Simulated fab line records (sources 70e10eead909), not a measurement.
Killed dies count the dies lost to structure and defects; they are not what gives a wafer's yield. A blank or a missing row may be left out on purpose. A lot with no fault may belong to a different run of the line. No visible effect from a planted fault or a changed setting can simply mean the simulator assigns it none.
Chamber matching	flow nand_harc	4 sister chambers for NHARC_A_CONTACT_DESCUM_47 on rie_diel-13
The step chemistry O2, time 3 s. 4 wafers are shown with their chamber, then 12 later ones without.

## WAFERS, EACH WITH ITS CHAMBER
wafer	chamber	drypump_motor_current_A (A)
L087.5	3	5.3
L088.1	2	4.9
L088.4	1	6.1
L088.5	0	6.1

## WAFERS MISSING THEIR CHAMBER
wafer	drypump_motor_current_A (A)
L090.3	5.3
L090.4	6.1
L090.5	6.1
L093.3	4.8
L093.4	6.1
L093.5	5.3
L095.2	6.1
L095.3	6.1
L095.5	6.1
L096.3	6.1
L096.5	5.3
L096.6	4.9

## THE CHAMBER EACH PASSED THROUGH
wafer	from the rows above	in truth
L090.3	3	3
L090.4	can't be placed: 0 or 1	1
L090.5	can't be placed: 0 or 1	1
L093.3	2	2
L093.4	can't be placed: 0 or 1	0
L093.5	3	3
L095.2	can't be placed: 0 or 1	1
L095.3	can't be placed: 0 or 1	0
L095.5	can't be placed: 0 or 1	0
L096.3	can't be placed: 0 or 1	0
L096.5	3	3
L096.6	2	2
Correctly placed: 5 of 12. Can't be placed from these rows: 7 (the true chamber is among the candidates in 7). Placed wrongly: 0.
How it was worked out, from the rows above alone: a wafer's distance from a chamber is the root of the sum, over the readings, of the square of ((its reading less the chamber's mean) divided by the reading's scatter). The wafer belongs to the nearest chamber; if the next one is less than 2 further off, it can't be placed. For every chamber, the mean is computed from those of its wafers that are shown. The scatter: with one shown wafer a chamber, the root of the mean of the squares of how far each hidden wafer lies from its nearest shown one.
